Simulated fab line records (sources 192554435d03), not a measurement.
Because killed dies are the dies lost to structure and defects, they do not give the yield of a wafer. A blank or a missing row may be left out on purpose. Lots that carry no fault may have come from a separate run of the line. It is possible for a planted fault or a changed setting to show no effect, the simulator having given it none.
Which tool was responsible? -- flow n5 finfet -- Sampling: 14 lots, 41 wafers, 8 of 1938 route steps

## WHAT THE GAUGES READ, wafer by wafer
N5_BEOL_M0_SAQP_CD_MEAS_25: target cd 13.1 nm.
lot,measured,on,cd nm (nm)
L802,day 5 13:47,cd sem-02,12.76 12.85 12.87
L804,day 6 02:39,cd sem-02,12.82 12.64 12.47
L805,day 6 09:04,cd sem-01,13.17 12.87 13.29
L806,day 6 14:14,cd sem-01,13.41 12.38
L807,day 7 04:23,cd sem-01,12.79 12.58 12.60
L812,day 8 07:49,cd sem-03,- - -
L815,day 8 16:12,cd sem-01,- - -
L818,day 9 23:32,cd sem-02,12.81 12.76 12.74
L820,day 10 03:16,cd sem-03,12.77 13.35 12.70
L819,day 10 03:36,cd sem-03,12.86 12.83 12.95
L821,day 10 07:12,cd sem-01,12.90 12.69 12.70
L822,day 10 20:08,cd sem-02,12.68 13.03 12.93
L823,day 11 08:14,cd sem-03,12.71 12.94 12.94
L825,day 11 15:19,cd sem-03,13.03 13.27 12.73

N5_BEOL_M4_RC_MEAS_101.
lot,measured,on,DIBL_N (mV/V),DIBL_P (mV/V),IOFF_N (nA/um),IOFF_P (nA/um),ION_N (uA/um),ION_P (uA/um),SS_N (mV/dec),SS_P (mV/dec),VT_N (mV),VT_P (mV)
L802,day 8 12:22,prober-02,34.5 35.0 35.1,33.8 35.0 34.7,0.124 0.131 0.136,0.16 0.17 0.16,676 659 661,455 446 451,70.4 71.1 70.7,72.2 72.5 72.9,254.2 253.3 251.9,-256.0 -252.8 -257.8
L804,day 8 19:13,prober-01,34.9 35.2 36.4,34.6 35.3 35.9,0.145 0.160 0.168,0.22 0.22 0.22,661 670 669,457 462 460,71.4 71.6 72.3,72.4 73.1 72.6,249.4 245.6 247.4,-248.6 -248.3 -250.0
L805,day 8 19:07,prober-02,38.1 39.6 39.5,39.4 40.4 39.7,0.192 0.218 0.213,0.26 0.27 0.27,696 682 705,475 466 478,71.6 72.0 71.0,74.1 73.4 73.7,247.3 244.8 247.4,-244.9 -248.1 -247.3
L806,day 9 18:07,prober-01,34.8 36.1,34.1 35.2,0.124 0.143,0.19 0.20,666 660,460 460,71.1 71.8,72.9 73.1,252.0 251.5,-249.1 -249.3
L807,day 9 22:37,prober-02,40.6 39.2 41.7,39.6 39.2 41.4,0.218 0.194 0.236,0.27 0.25 0.30,676 686 678,465 466 467,72.8 72.2 72.6,74.5 74.2 74.4,248.8 246.9 246.5,-248.0 -246.9 -246.9
L818,day 12 15:49,prober-02,36.1 38.4 40.0,36.5 39.7 41.4,0.134 0.181 0.216,0.18 0.22 0.26,661 688 681,454 462 465,71.1 71.6 72.0,72.7 74.1 75.0,256.5 251.6 251.1,-253.1 -251.1 -249.7
L820,day 12 19:56,prober-02,36.7 37.2 38.1,37.7 38.2 40.4,0.173 0.186 0.202,0.23 0.24 0.28,684 669 688,470 460 475,71.7 71.4 72.0,73.8 74.2 74.6,248.6 245.9 245.9,-248.9 -247.8 -245.5
L819,day 12 21:11,prober-01,35.9 37.4 35.4,37.6 38.4 37.0,0.158 0.185 0.133,0.19 0.20 0.17,682 674 658,463 457 456,71.7 71.9 71.7,73.3 74.1 73.5,251.3 250.6 255.4,-253.3 -255.3 -255.4
L821,day 13 00:13,prober-02,35.1 32.9 35.1,36.4 34.1 37.0,0.144 0.119 0.155,0.21 0.18 0.22,677 654 681,467 453 469,70.6 70.8 71.7,73.3 72.2 73.2,249.4 250.0 247.5,-251.5 -251.7 -249.1
L822,day 13 15:59,prober-02,38.0 36.2 38.5,36.8 35.3 37.9,0.169 0.148 0.187,0.22 0.20 0.23,676 673 679,469 462 460,72.0 70.9 71.9,73.9 73.6 74.0,249.1 250.4 246.4,-247.3 -249.4 -247.4
L823,day 14 00:02,prober-02,33.6 32.7 34.6,33.1 32.2 33.9,0.130 0.124 0.132,0.18 0.17 0.19,675 673 656,467 464 457,71.5 70.7 70.9,72.1 72.4 72.7,250.5 255.6 253.0,-250.3 -251.7 -251.1
L825,day 13 23:31,prober-01,37.5 35.8 38.0,36.0 34.7 36.4,0.179 0.147 0.173,0.23 0.20 0.24,672 678 657,465 460 450,71.6 71.1 71.5,73.9 72.9 73.8,248.6 251.6 248.6,-246.8 -250.3 -252.1

## TOOL THAT RAN EACH LOT (tool first, then ch and the chambers of the sampled wafers, then the start)
lot,N5_BEOL_M0_SAQP_HM_OPEN_112,N5_BEOL_M0_SAQP_MANDREL_ETCH_20,N5_BEOL_M0_SAQP_STRIP_86,N5_BEOL_M0_SAQP_SPACER1_ETCHBACK_99,N5_BEOL_M0_SAQP_MANDREL1_REMOVE_100,N5_BEOL_M0_SAQP_ETCH_101
L802,"rie diel-01 ch 1,2,3, day 5 12:23","rie si-01 ch 1,2,3, day 5 12:30","rie diel-04 ch 0,3, day 5 12:34","rie diel-01 ch 0,1,3, day 5 13:35","rie si-03 ch 0,1,3, day 5 13:40","rie diel-01 ch 1,2,3, day 5 13:50"
L804,"rie diel-05 ch 1,3, day 6 01:17","rie si-01 ch 1,2,3, day 6 01:22","rie diel-05 ch 0,2,3, day 6 01:28","rie diel-01 ch 0,2, day 6 02:27","rie si-01 ch 0,2,3, day 6 02:32","rie diel-01 ch 0,2,3, day 6 02:41"
L805,"rie diel-05 ch 0,3, day 6 07:40","rie si-01 ch 0,1,3, day 6 07:46","rie diel-01 ch 1,2, day 6 07:52","rie diel-05 ch 0,1,3, day 6 08:53","rie si-05 ch 0,2,3, day 6 08:58","rie diel-01 ch 1,2,3, day 6 09:16"
L806,"rie diel-01 ch 0,2, day 6 12:49","rie si-05 ch 0,3, day 6 12:54","rie diel-05 ch 1,2, day 6 13:00","rie diel-01 ch 1,2, day 6 14:02","rie si-05 ch 2, day 6 14:08","rie diel-01 ch 1,2, day 6 14:16"
L807,"rie diel-05 ch 0,2,3, day 7 03:01","rie si-03 ch 0,1,3, day 7 03:06","rie diel-01 ch 1,2,3, day 7 03:12","rie diel-04 ch 0,3, day 7 04:11","rie si-01 ch 0,1,2, day 7 04:17","rie diel-05 ch 0,2,3, day 7 04:26"
L812,"rie diel-05 ch 1,2,3, day 8 06:19","rie si-05 ch 0,2,3, day 8 06:24","rie diel-04 ch 0,1,2, day 8 06:30","rie diel-04 ch 1,2,3, day 8 07:37","rie si-03 ch 2,3, day 8 07:43","rie diel-04 ch 0,2,3, day 8 08:06"
L815,"rie diel-05 ch 1,2,3, day 8 14:17","rie si-03 ch 0,2,3, day 8 14:22","rie diel-05 ch 0,1,2, day 8 14:34","rie diel-01 ch 0,2,3, day 8 16:00","rie si-01 ch 0,2, day 8 16:05","rie diel-04 ch 0,2, day 8 16:14"
L818,"rie diel-05 ch 0,2, day 9 22:08","rie si-03 ch 1,2, day 9 22:13","rie diel-05 ch 1,3, day 9 22:19","rie diel-05 ch 0,1, day 9 23:21","rie si-05 ch 0,1,3, day 9 23:26","rie diel-01 ch 1,2,3, day 9 23:35"
L820,"rie diel-04 ch 1,2,3, day 10 01:39","rie si-01 ch 0,2,3, day 10 01:44","rie diel-04 ch 1,2,3, day 10 01:50","rie diel-05 ch 1,2,3, day 10 03:05","rie si-05 ch 0,1,2, day 10 03:10","rie diel-04 ch 1,2,3, day 10 03:19"
L819,"rie diel-05 ch 0,1,2, day 10 01:50","rie si-03 ch 0,1,3, day 10 01:55","rie diel-05 ch 0,1,3, day 10 02:01","rie diel-04 ch 1,2,3, day 10 03:24","rie si-03 ch 1,2,3, day 10 03:29","rie diel-05 ch 0,2,3, day 10 03:38"
L821,"rie diel-04 ch 1,3, day 10 05:40","rie si-05 ch 0,2,3, day 10 05:44","rie diel-01 ch 0,1,2, day 10 05:59","rie diel-04 ch 1,2,3, day 10 07:00","rie si-05 ch 1,2,3, day 10 07:05","rie diel-04 ch 1,2,3, day 10 07:14"
L822,"rie diel-01 ch 0,1,2, day 10 17:49","rie si-05 ch 0,1, day 10 17:53","rie diel-04 ch 0,1,3, day 10 17:59","rie diel-05 ch 1,2,3, day 10 19:56","rie si-03 ch 2,3, day 10 20:01","rie diel-05 ch 0,3, day 10 20:10"
L823,"rie diel-05 ch 0,2,3, day 11 06:21","rie si-01 ch 0,1,2, day 11 06:26","rie diel-04 ch 0,2,3, day 11 06:32","rie diel-05 ch 0,2,3, day 11 08:02","rie si-05 ch 0,1,3, day 11 08:07","rie diel-05 ch 0,1,2, day 11 08:16"
L825,"rie diel-05 ch 0,1,3, day 11 13:56","rie si-01 ch 0,2,3, day 11 14:01","rie diel-04 ch 2,3, day 11 14:07","rie diel-05 ch 0,1,2, day 11 15:07","rie si-05 ch 1,2,3, day 11 15:12","rie diel-01 ch 0,1, day 11 15:21"
- N5_BEOL_M0_SAQP_HM_OPEN_112: chemistry CHF3/O2, target SiO2, stops on a-Si, target depth 12 nm, time 13.5 s.
- N5_BEOL_M0_SAQP_MANDREL_ETCH_20: etches a-Si in HBr/Cl2, stops on SiNx, target depth 60 nm, bt time 10 s, time 30 s.
- N5_BEOL_M0_SAQP_STRIP_86: strips in N2/H2.
- N5_BEOL_M0_SAQP_SPACER1_ETCHBACK_99: etches SiO2 in CHF3/O2, target depth 15.4 nm, time 7.7 s.
- N5_BEOL_M0_SAQP_MANDREL1_REMOVE_100: chemistry HBr/Cl2/O2, target a-Si, stops on SiNx, bt time 10 s.
- N5_BEOL_M0_SAQP_ETCH_101: etches SiNx in CH3F/O2, target depth 29.9 nm, time 42.7 s.

## WHAT THE TOOLS THEMSELVES READ (means of the sampled wafers that have a number; where no wafer has one, the mark that the record gives instead)
N5_BEOL_M0_SAQP_HM_OPEN_112.
lot,tool,CHF3_flow_sccm (sccm),O2_flow_sccm (sccm),drypump motor current A (A),oes product au (a.u.),rf vpp V (V),showerhead plenum p Torr (Torr),throttle valve pct (%)
L802,rie diel-01,50.03,4.990,5.6,0.49,533,2.37,18.86
L804,rie diel-05,49.94,5.008,5.3,0.48,517,2.42,18.69
L805,rie diel-05,50.13,5.001,5.5,0.51,519,2.47,18.93
L806,rie diel-01,49.96,5.014,5.3,0.51,520,2.42,19.06
L807,rie diel-05,50.04,5.006,5.6,0.51,516,2.46,18.90
L812,rie diel-05,-,-,-,-,-,-,-
L815,rie diel-05,-,-,-,-,-,-,-
L818,rie diel-05,50.07,4.995,5.7,0.50,515,2.45,18.90
L820,rie diel-04,50.08,4.995,6.1,0.54,532,2.43,18.64
L819,rie diel-05,49.97,5.005,5.5,0.51,515,2.46,18.80
L821,rie diel-04,49.99,5.005,6.2,0.50,536,2.47,18.91
L822,rie diel-01,49.97,5.003,5.4,0.49,525,2.40,19.01
L823,rie diel-05,49.98,4.995,5.6,0.49,516,2.45,18.96
L825,rie diel-05,50.01,4.992,5.4,0.50,517,2.46,18.84

N5_BEOL_M0_SAQP_MANDREL_ETCH_20.
lot,tool,drypump motor current A (A),oes product au (a.u.),throttle valve pct (%)
L802,rie si-01,5.5,0.784,35.2
L804,rie si-01,5.5,0.773,35.2
L805,rie si-01,5.6,0.782,35.2
L806,rie si-05,6.2,0.779,35.4
L807,rie si-03,5.5,0.798,35.4
L812,rie si-05,6.3,0.326,36.1
L815,rie si-03,5.6,0.327,36.3
L818,rie si-03,5.4,0.779,36.1
L820,rie si-01,5.7,0.779,35.4
L819,rie si-03,5.5,0.789,35.4
L821,rie si-05,6.3,0.778,35.2
L822,rie si-05,5.5,0.793,35.0
L823,rie si-01,5.9,0.770,35.4
L825,rie si-01,5.7,0.777,35.4

N5_BEOL_M0_SAQP_STRIP_86.
lot,tool,drypump motor current A (A),oes product au (a.u.),rf vpp V (V),showerhead plenum p Torr (Torr),temp c (C),throttle valve pct (%)
L802,rie diel-04,5.8,0.71,121.5,3.47,39.89,19.19
L804,rie diel-05,5.6,0.80,122.1,3.41,39.99,18.68
L805,rie diel-01,5.5,0.73,122.1,3.34,40.07,18.90
L806,rie diel-05,5.6,0.74,122.6,3.35,39.93,18.78
L807,rie diel-01,5.5,0.73,121.1,3.30,40.09,18.92
L812,rie diel-04,6.1,0.76,122.1,3.40,40.04,18.83
L815,rie diel-05,5.5,0.79,121.2,3.42,39.92,18.71
L818,rie diel-05,5.3,0.72,121.0,3.35,40.08,18.70
L820,rie diel-04,6.1,0.83,122.0,3.39,40.08,18.80
L819,rie diel-05,5.4,0.76,120.9,3.41,40.08,18.65
L821,rie diel-01,5.4,0.74,121.4,3.34,40.01,18.91
L822,rie diel-04,6.0,0.86,121.0,3.44,40.01,18.85
L823,rie diel-04,6.0,0.91,123.5,3.40,40.01,18.70
L825,rie diel-04,6.1,0.88,122.0,3.33,40.10,18.69

N5_BEOL_M0_SAQP_SPACER1_ETCHBACK_99.
lot,tool,drypump motor current A (A),oes product au (a.u.),rf vpp V (V),showerhead plenum p Torr (Torr),throttle valve pct (%)
L802,rie diel-01,5.5,0.79,525,2.39,18.76
L804,rie diel-01,5.3,0.80,516,2.43,19.04
L805,rie diel-05,5.4,0.79,517,2.47,18.85
L806,rie diel-01,5.5,0.72,533,2.40,19.12
L807,rie diel-04,5.8,0.70,520,2.48,19.10
L812,rie diel-04,6.1,0.77,533,2.43,18.82
L815,rie diel-01,5.5,0.75,525,2.38,18.98
L818,rie diel-05,5.3,0.83,517,2.52,18.81
L820,rie diel-05,5.5,0.71,516,2.40,18.92
L819,rie diel-04,6.1,0.84,531,2.43,18.71
L821,rie diel-04,6.1,0.83,532,2.43,18.72
L822,rie diel-05,5.5,0.70,516,2.40,18.92
L823,rie diel-05,5.6,0.74,517,2.45,19.01
L825,rie diel-05,5.5,0.76,515,2.45,18.86

N5_BEOL_M0_SAQP_MANDREL1_REMOVE_100.
lot,tool,drypump motor current A (A),oes product au (a.u.),throttle valve pct (%)
L802,rie si-03,5.5,1.028,36.7
L804,rie si-01,5.7,1.005,36.7
L805,rie si-05,6.3,1.000,36.5
L806,rie si-05,6.5,1.004,36.3
L807,rie si-01,5.9,1.004,36.7
L812,rie si-03,5.1,0.380,36.7
L815,rie si-01,5.9,0.377,36.8
L818,rie si-05,5.8,0.997,36.5
L820,rie si-05,6.0,1.001,36.3
L819,rie si-03,5.2,1.017,37.1
L821,rie si-05,5.9,1.001,36.5
L822,rie si-03,5.1,1.017,36.7
L823,rie si-05,5.9,1.000,36.5
L825,rie si-05,5.9,1.004,36.5

N5_BEOL_M0_SAQP_ETCH_101.
lot,tool,CH3F_flow_sccm (sccm),drypump motor current A (A),oes product au (a.u.),rf vpp V (V),showerhead plenum p Torr (Torr),throttle valve pct (%)
L802,rie diel-01,30.03,5.5,0.74,301,1.96,16.4
L804,rie diel-01,29.92,5.5,0.77,297,1.98,16.4
L805,rie diel-01,29.99,5.5,0.73,302,1.96,16.4
L806,rie diel-01,30.01,5.5,0.72,302,1.99,16.6
L807,rie diel-05,30.00,5.6,0.77,294,2.05,16.4
L812,rie diel-04,30.01,5.9,0.77,295,2.02,16.3
L815,rie diel-04,30.03,5.8,0.76,292,2.02,16.3
L818,rie diel-01,30.02,5.5,0.72,302,1.95,16.5
L820,rie diel-04,29.95,6.1,0.83,301,2.01,16.2
L819,rie diel-05,30.01,5.6,0.75,293,2.04,16.5
L821,rie diel-04,30.01,6.1,0.83,302,2.01,16.2
L822,rie diel-05,29.94,5.5,0.72,293,2.04,16.5
L823,rie diel-05,29.99,5.5,0.78,292,2.04,16.3
L825,rie diel-01,29.88,5.4,0.78,293,2.01,16.4

## THE ANSWER, worked out from the rows above alone
Rule: what is usual is taken from the lots themselves. Put in order of their means at a reading, lots are off if they are a third of the lots or fewer, leave a main group of 4 or more, and stand apart from it by a gap of 3 or more times the standard deviation of the main group's means; of several such gaps the widest counts. Not used: any main group whose means are identical at the precision the tables above print for the reading. A lot without any number at a reading at which 4 lots or more have one is off too. Any other lot the step has rows for is counted as sound. The gauges are gone through in route order, then the tools' own readings, and for those a lot's mean is taken as printed above. The first step at which some lot is off is used, and at that step the reading that is off furthest; a lot without a number counts as furthest.
Off: L812, L815 (N5_BEOL_M0_SAQP_CD_MEAS_25, cd nm). Without a number there: L812, L815. Mean 12.85 nm and standard deviation 0.13 in the main group.
A tool fits if, at a process step before that reading, it ran every lot that is off, and no sound lot after the first of them. The gauges at N5_BEOL_M0_SAQP_CD_MEAS_25 aren't tried: what is off there is off at N5_BEOL_M0_SAQP_HM_OPEN_112 too, on other tools, and a gauge's error can't cause that. None of those tried fits.

## WHAT HAD BEEN PUT IN BY THE SIMULATOR
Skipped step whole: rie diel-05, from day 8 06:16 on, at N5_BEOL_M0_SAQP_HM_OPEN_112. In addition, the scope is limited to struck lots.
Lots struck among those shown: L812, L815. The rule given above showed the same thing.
